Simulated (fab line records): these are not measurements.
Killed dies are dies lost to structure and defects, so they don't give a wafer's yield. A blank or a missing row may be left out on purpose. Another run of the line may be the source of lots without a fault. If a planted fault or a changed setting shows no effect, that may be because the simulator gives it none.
Check of tool commonality + flow n5_finfet + Lots sampled 15, wafers sampled 35

## WHAT PROMPTED THE OPENING
3 of 15 lots carry a flag on the reading FIN_CORE_OVL at N5_FIN_SAQP_OVL_MEAS_17. Fault-free wafers read -0.1 nm, with a standard deviation of 0.98.
Rule: a lot gets a flag if all its wafers with a number sit over 4 standard deviations from that mean, or if no wafer of it has a number. The rest of the lots are taken to be sound.

| lot  | measured    | on         | FIN_CORE_OVL (nm), wafer by wafer | flag    |
|------|-------------|------------|-----------------------------------|---------|
| L298 | day 2 16:28 | overlay-01 | -0.6 1.2                          |         |
| L300 | day 3 06:05 | overlay-01 | -1.4 0.4                          |         |
| L301 | day 3 09:59 | overlay-01 | -1.2 -1.0                         |         |
| L302 | day 3 16:42 | overlay-02 | -1.4 -0.8                         |         |
| L303 | day 3 22:13 | overlay-01 | 0.2 -0.1                          |         |
| L304 | day 4 04:08 | overlay-01 | -0.1 0.9                          |         |
| L308 | day 5 04:34 | overlay-01 | 0.1 -1.4                          |         |
| L309 | day 5 09:48 | overlay-01 | 0.8 0.4                           |         |
| L311 | day 5 22:29 | overlay-01 | 0.4 -0.3 0.2                      |         |
| L312 | day 6 03:29 | overlay-02 | -0.5 1.1                          |         |
| L313 | day 6 09:40 | overlay-01 | 1.0 -0.4                          |         |
| L314 | day 6 15:30 | overlay-01 | -0.9 -1.2 -0.1                    |         |
| L316 | day 7 04:14 | overlay-01 | 4.7 5.0 4.8                       | FLAGGED |
| L317 | day 7 09:32 | overlay-01 | 5.1 6.2 5.2                       | FLAGGED |
| L318 | day 7 19:35 | overlay-01 | 4.3 4.5 4.6                       | FLAGGED |
The mean of the flagged lots' numbers is 4.9 nm, +5.0 nm from the usual (+5 standard deviations).

## WHICH TOOL EACH LOT WENT THROUGH
Before the reading, the record contains 2 process steps out of a 1938-step route. Cell contents, in order: the tool; ch with the chambers the sampled wafers went through; the start.
| lot  | flag    | N5_FIN_SAQP_PECVD_47           | N5_FIN_SAQP_EXPOSE_13             |
|------|---------|--------------------------------|-----------------------------------|
| L298 |         | pecvd-02 ch 0,1, day 2 15:47   | arfi_scanner-03 ch 0, day 2 16:19 |
| L300 |         | pecvd-02 ch 1,2, day 3 04:10   | arfi_scanner-02 ch 0, day 3 05:55 |
| L301 |         | pecvd-01 ch 2, day 3 09:16     | arfi_scanner-01 ch 0, day 3 09:50 |
| L302 |         | pecvd-01 ch 2, day 3 16:00     | arfi_scanner-03 ch 0, day 3 16:32 |
| L303 |         | pecvd-01 ch 1,2, day 3 21:39   | arfi_scanner-03 ch 0, day 3 22:03 |
| L304 |         | pecvd-04 ch 0,1, day 4 03:28   | arfi_scanner-01 ch 0, day 4 03:59 |
| L308 |         | pecvd-04 ch 0,2, day 5 03:53   | arfi_scanner-01 ch 0, day 5 04:25 |
| L309 |         | pecvd-02 ch 1, day 5 09:06     | arfi_scanner-03 ch 0, day 5 09:38 |
| L311 |         | pecvd-04 ch 0,1, day 5 21:55   | arfi_scanner-03 ch 0, day 5 22:19 |
| L312 |         | pecvd-01 ch 1,2, day 6 02:47   | arfi_scanner-01 ch 0, day 6 03:19 |
| L313 |         | pecvd-02 ch 1,2, day 6 08:56   | arfi_scanner-03 ch 0, day 6 09:30 |
| L314 |         | pecvd-04 ch 0,2, day 6 14:55   | arfi_scanner-03 ch 0, day 6 15:20 |
| L316 | FLAGGED | pecvd-02 ch 0,1, day 7 03:40   | arfi_scanner-01 ch 0, day 7 04:05 |
| L317 | FLAGGED | pecvd-02 ch 0,1,2, day 7 08:59 | arfi_scanner-01 ch 0, day 7 09:23 |
| L318 | FLAGGED | pecvd-04 ch 0,1, day 7 19:01   | arfi_scanner-01 ch 0, day 7 19:25 |
What these steps do:
- N5_FIN_SAQP_PECVD_47: deposits a-Si from SiH4/He, target thk 45 nm, time 36.3 s.
- N5_FIN_SAQP_EXPOSE_13: exposes mask FIN CORE, target cd 35.6 nm.
- N5_FIN_SAQP_OVL_MEAS_17

## FLAGGED AGAINST TOTAL, ONE TOOL AT A TIME (gauges that did the reading follow at the end)
| step                    | tool            | lots run | flagged | share of the flagged lots | sound lots run after its first flagged lot |
|-------------------------|-----------------|----------|---------|---------------------------|--------------------------------------------|
| N5_FIN_SAQP_PECVD_47    | pecvd-01        | 4        | 0       | none                      | -                                          |
| N5_FIN_SAQP_PECVD_47    | pecvd-02        | 6        | 2       | some                      | 0                                          |
| N5_FIN_SAQP_PECVD_47    | pecvd-04        | 5        | 1       | some                      | 0                                          |
| N5_FIN_SAQP_EXPOSE_13   | arfi_scanner-01 | 7        | 3       | all                       | 0                                          |
| N5_FIN_SAQP_EXPOSE_13   | arfi_scanner-02 | 1        | 0       | none                      | -                                          |
| N5_FIN_SAQP_EXPOSE_13   | arfi_scanner-03 | 7        | 0       | none                      | -                                          |
| N5_FIN_SAQP_OVL_MEAS_17 | overlay-01      | 13       | 3       | all                       | 0                                          |
| N5_FIN_SAQP_OVL_MEAS_17 | overlay-02      | 2        | 0       | none                      | -                                          |

## THE TABLE: WHAT IT ALLOWS
2 rows of the table ran every flagged lot: arfi_scanner-01 at N5_FIN_SAQP_EXPOSE_13, overlay-01 at N5_FIN_SAQP_OVL_MEAS_17.
- arfi_scanner-01 at N5_FIN_SAQP_EXPOSE_13: 3 of its 7 lots flagged. Its last sound lot is L312 (day 6 03:19), its first flagged lot L316 (day 7 04:05): a fault that began between those two fits.
- overlay-01 at N5_FIN_SAQP_OVL_MEAS_17: 3 of its 13 lots flagged. Its last sound lot is L314 (day 6 15:30), its first flagged lot L316 (day 7 04:14): a fault that began between those two fits.
These 2 tools cannot be told apart by counting lots, since each of them fits a fault that started at some hour. More lots, or a look at what each step does to the wafer, might.

## WHAT WAS PUT IN BY THE SIMULATOR
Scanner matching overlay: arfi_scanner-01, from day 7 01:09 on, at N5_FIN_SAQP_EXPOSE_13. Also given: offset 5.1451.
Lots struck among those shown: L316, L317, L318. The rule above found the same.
